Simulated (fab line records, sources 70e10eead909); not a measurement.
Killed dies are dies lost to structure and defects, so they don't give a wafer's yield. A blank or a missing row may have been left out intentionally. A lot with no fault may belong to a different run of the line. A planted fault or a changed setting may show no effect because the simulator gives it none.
fab line records | flow nand_harc
record: lots: 14 wafers: 42 last_day: 33
route steps=1302 shown P_BONDPAD@374 A_ONON_D1@432
lots that met no fault: taken from a fault-free run of the same line
start_h: start of the lot's first displayed wafer, in hours after the record's first day | wait_h: hours elapsed since this lot's preceding step | " the same as in the row above | L1.1+2: a row that stands for several wafers | - no value, or no start given | * or withheld: withheld | < > ~ a bound
route shown NAME@n: names a module that has steps shown in the file, with the first one's number in the route | usual: mean and standard deviation over wafers with no fault | same: alike in all rows | chamber/n: place in a boat | sites: readings site by site | _std_site: their standard deviation | _edge_site: the outer-site mean with the inner-site mean subtracted | radius_mm: how far each site lies from the wafer's centre | mask NAME#n: copy n | behind: the last tool/chamber to shape the wafer | hold: what put the lot on hold/how long, in hours/how the hold closed | device: the transistor (n, p or np) that didn't switch | end of line: the route-end tests of the same wafers | where a step has no rows: the recipe by itself | killed: dies lost to structure and defects at the first sort, not the wafer's yield | map: a wafer's dies, marking killed ones x, the rest . and places with no die _
set.NAME: setting as actually run; set.NAME@STEP: the setting as run at that earlier step | model.NAME: the simulator's own value behind a step, which no gauge read
steps of the route over a sample of lots; a table a step, a row a wafer
services: from which hour (start_h, from the record's first day; less than 0 if before it) a tool's chamber was out of use, for how many hours, and why
== steps ==
step: NHARC_P_BONDPAD_DEGAS_25
recipe: temp_c: 300 time_s: 60
usual: heater_power_w: 445/29
columns lot.wafer tool chamber start_h wait_h heater_power_w
L646.2 pvd_sputter-02 - 144.63 - 468
L646.6 " - " " 500
L646.5 " - " " 457
L647.3 pvd_sputter-03 - 152.74 - 456
L647.1 " - " " 422
L647.4 " - " " 461
L649.2 pvd_sputter-01 - 175.90 - 447
L649.3 " - " " 395
L649.6 " - " " 464
L650.2 pvd_sputter-03 - 185.41 - 426
L650.3 " - " " 401
L650.6 " - " " 411
L651.4 pvd_sputter-03 - 200.04 - 439
L651.5 " - " " 479
L651.6 " - " " 437
L652.1 pvd_sputter-03 - 207.10 - 402
L652.2 " - " " 418
L652.6 " - " " 464
L653.1 pvd_sputter-03 - 221.73 - 448
L653.4 " - " " 469
L653.6 " - " " 440
L656.2 pvd_sputter-01 - 250.62 - 393
L656.1 " - " " 475
L656.6 " - " " 421
L657.2 pvd_sputter-03 - 257.31 - 420
L657.3 " - " " 420
L657.5 " - " " 436
L662.1 pvd_sputter-02 - 304.63 - 474
L662.4 " - " " 459
L662.5 " - " " 494
L663.3 pvd_sputter-01 - 320.15 - 397
L663.4 " - " " 462
L663.6 " - " " 454
L664.4 pvd_sputter-03 - 331.95 - 432
L664.2 " - " " 416
L664.5 " - " " 467
L667.4 pvd_sputter-02 - 360.90 - 438
L667.5 " - " " 504
L667.6 " - " " 450
L668.3 pvd_sputter-01 - 369.54 - 454
L668.4 " - " " 419
L668.5 " - " " 390
step: NHARC_P_BONDPAD_PRE_CLEAN_26
recipe: time_s: 30 temp_c: 280 gas: H2/He
usual: heater_power_w: 391/25
columns lot.wafer tool chamber start_h wait_h heater_power_w
L646.2 pvd_sputter-02 - - - 446
L646.6 " - " " 409
L646.5 " - " " 432
L647.4 pvd_sputter-03 - - - 377
L647.3 " - " " 393
L647.1 " - " " 367
L649.3 pvd_sputter-01 - - - 424
L649.2 " - " " 401
L649.6 " - " " 415
L650.2 pvd_sputter-03 - - - 368
L650.3 " - " " 389
L650.6 " - " " 418
L651.4 pvd_sputter-03 - - - 378
L651.5 " - " " 374
L651.6 " - " " 384
L652.2 pvd_sputter-03 - - - 382
L652.1 " - " " 370
L652.6 " - " " 382
L653.4 pvd_sputter-03 - - - 414
L653.1 " - " " 379
L653.6 " - " " 368
L656.2 pvd_sputter-01 - - - 347
L656.1 " - " " 393
L656.6 " - " " 414
L657.2 pvd_sputter-03 - - - 378
L657.3 " - " " 387
L657.5 " - " " 415
L662.4 pvd_sputter-02 - - - 443
L662.1 " - " " 402
L662.5 " - " " 436
L663.4 pvd_sputter-01 - - - 403
L663.3 " - " " 344
L663.6 " - " " 400
L664.4 pvd_sputter-03 - - - 361
L664.2 " - " " 413
L664.5 " - " " 407
L667.4 pvd_sputter-02 - - - 439
L667.5 " - " " 409
L667.6 " - " " 446
L668.3 pvd_sputter-01 - - - 365
L668.4 " - " " 393
L668.5 " - " " 412
step: NHARC_P_BONDPAD_PVD_27
recipe: target_thk_a: 300 chamber_pressure_pa: 5 power_w: 5000 substrate_temp_c: 30 time_s: 20.49 material: Cu
usual: throttle_valve_pct: 29.7/0.74
columns lot.wafer tool chamber start_h wait_h throttle_valve_pct
L646.2 pvd_sputter-02 - - - 29.9
L646.5 " - " " 29.6
L646.6 " - " " 28.5
L647.4 pvd_sputter-03 - - - 29.7
L647.1 " - " " 29.5
L647.3 " - " " 29.0
L649.3 pvd_sputter-01 - - - 29.9
L649.2 " - " " 30.1
L649.6 " - " " 27.9
L650.2 pvd_sputter-03 - - - 29.9
L650.3 " - " " 30.2
L650.6 " - " " 30.2
L651.4 pvd_sputter-03 - - - 30.1
L651.5 " - " " 30.0
L651.6 " - " " 30.0
L652.2 pvd_sputter-03 - - - 29.4
L652.1 " - " " 30.5
L652.6 " - " " 29.6
L653.1 pvd_sputter-03 - - - 29.8
L653.4 " - " " 30.2
L653.6 " - " " 29.9
L656.2 pvd_sputter-01 - - - 28.1
L656.1 " - " " 29.9
L656.6 " - " " 29.9
L657.2 pvd_sputter-03 - - - 30.1
L657.3 " - " " 30.3
L657.5 " - " " 30.3
L662.1 pvd_sputter-02 - - - 28.7
L662.4 " - " " 31.2
L662.5 " - " " 28.8
L663.3 pvd_sputter-01 - - - 27.9
L663.4 " - " " 29.5
L663.6 " - " " 28.1
L664.2 pvd_sputter-03 - - - 29.7
L664.4 " - " " 30.3
L664.5 " - " " 29.5
L667.4 pvd_sputter-02 - - - 31.1
L667.5 " - " " 31.0
L667.6 " - " " 29.6
L668.3 pvd_sputter-01 - - - 30.1
L668.4 " - " " 29.7
L668.5 " - " " 29.9
step: NHARC_A_ONON_D1_DEP_12
recipe: target_thk_a: 10000 n2_flow_sccm: 2750 n2o_flow_sccm: 2000 nh3_flow_sccm: 500 sih4_flow_sccm: 210 temp_c: 400
columns lot.wafer tool chamber start_h wait_h
L646.2+5+6 pecvd_onon-02 0 174.34 0.1
L647.1+3+4 pecvd_onon-01 0 182.29 0.1
L649.2+3+6 pecvd_onon-01 0 202.51 0.1
L650.2+3+6 pecvd_onon-02 0 212.99 0.1
L651.4+5+6 pecvd_onon-02 0 228.85 0.2
L652.1+2+6 pecvd_onon-01 0 233.72 0.1
L653.1+4+6 pecvd_onon-04 0 249.90 0.1
L656.1+2+6 pecvd_onon-02 0 277.25 0.1
L657.2+3+5 pecvd_onon-02 0 286.65 0.1
L662.1+4+5 pecvd_onon-04 0 339.69 0.1
L663.3+4+6 pecvd_onon-04 0 353.03 0.2
L664.2+4+5 pecvd_onon-02 0 358.00 0.1
L667.4+5+6 pecvd_onon-01 0 388.33 0.2
L668.3+4+5 pecvd_onon-04 0 398.94 0.2
step: NHARC_A_ONON_D1_THK_MEAS_14
recipe: thk_meas_gauge: ellipsometry
usual: thk_nm: 1001/9.6
columns lot.wafer tool chamber start_h wait_h thk_nm
L646.2 film_metro-02 - 174.80 - 1008
L646.5 " - " " 1004
L646.6 " - " " 1003
L647.1 film_metro-01 - 182.80 - 1015
L647.3 " - " " 1015
L647.4 " - " " 1016
L649.2 film_metro-02 - 202.97 - 977
L649.3 " - " " 976
L649.6 " - " " 976
L650.2 film_metro-01 - 213.45 - 1001
L650.3 " - " " 999
L650.6 " - " " 1000
L651.4 film_metro-01 - 229.19 - 995
L651.5 " - " " 996
L651.6 " - " " 995
L652.1 film_metro-01 - 234.23 - 1001
L652.2 " - " " 1001
L652.6 " - " " 1002
L653.1 film_metro-01 - 250.41 - 1003
L653.4 " - " " 1001
L653.6 " - " " 1003
L656.1 film_metro-02 - 277.77 - 1012
L656.2 " - " " 728
L656.6 " - " " 1013
L657.2 film_metro-01 - 287.11 - 734
L657.3 " - " " 1014
L657.5 " - " " 1015
L662.1 film_metro-01 - 340.20 - 995
L662.4 " - " " 994
L662.5 " - " " 994
L663.3 film_metro-01 - 353.42 - 1010
L663.4 " - " " 1009
L663.6 " - " " 1010
L664.2 film_metro-02 - 358.46 - 1007
L664.4 " - " " 1006
L664.5 " - " " 1008
L667.4 film_metro-01 - 388.66 - 995
L667.5 " - " " 997
L667.6 " - " " 996
L668.3 film_metro-01 - 399.33 - 1013
L668.4 " - " " 1013
L668.5 " - " " 1012
== services ==
columns tool chamber start_h hours kind
pecvd_onon-04 - 130.00 13.0 pm
pvd_sputter-03 - 170.00 10.0 pm
pvd_sputter-02 - 174.46 11.6 repair
pecvd_onon-02 - 185.00 13.0 pm
pvd_sputter-01 - 229.59 10.0 pm
pvd_sputter-02 - 247.19 1.3 repair
pecvd_onon-01 - 269.50 13.0 pm
pvd_sputter-02 - 282.33 10.0 pm
pvd_sputter-03 - 291.28 6.7 repair
pecvd_onon-04 - 311.00 13.0 pm
pvd_sputter-03 - 348.00 10.0 pm
pvd_sputter-01 - 364.08 2.7 repair
pecvd_onon-02 - 366.17 13.0 pm
== key ==
first_sign: step: NHARC_A_ONON_D1_THK_MEAS_14 reading: thk_nm direction: down sigmas: 28 usual: 1001 struck: 731
effect none on later readings
met_at NHARC_A_ONON_D1_DEP_12
struck_lots L656,L657
struck_wafers L656.2,L657.2
sort_left_out L656.2,L657.2
tester_left_out L656,L657
not_acting_at NHARC_P_BONDPAD_DEGAS_25,NHARC_P_BONDPAD_PRE_CLEAN_26,NHARC_P_BONDPAD_PVD_27
onset_between 228.85 277.25
fault: kind: process_parameter_drift tool: pecvd_onon-02 chamber: - onset_h: 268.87 steps: NHARC_A_ONON_D1_DEP_12 channel: target_thk_a offset: * shape: step end_h: 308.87 scope: struck_wafers_only acts_in: * stated: *
tester_left_out: of these lots the tester's yield and bins aren't shown, on N5 and GAA mostly nor the transistor test; their killed dies are dies lost to structure and defects alone, not to doping, threshold or leakage, so they don't give the yield
sort_left_out: the simulated sort isn't trusted on such a fault, so these wafers' sort isn't shown, and their yield isn't known
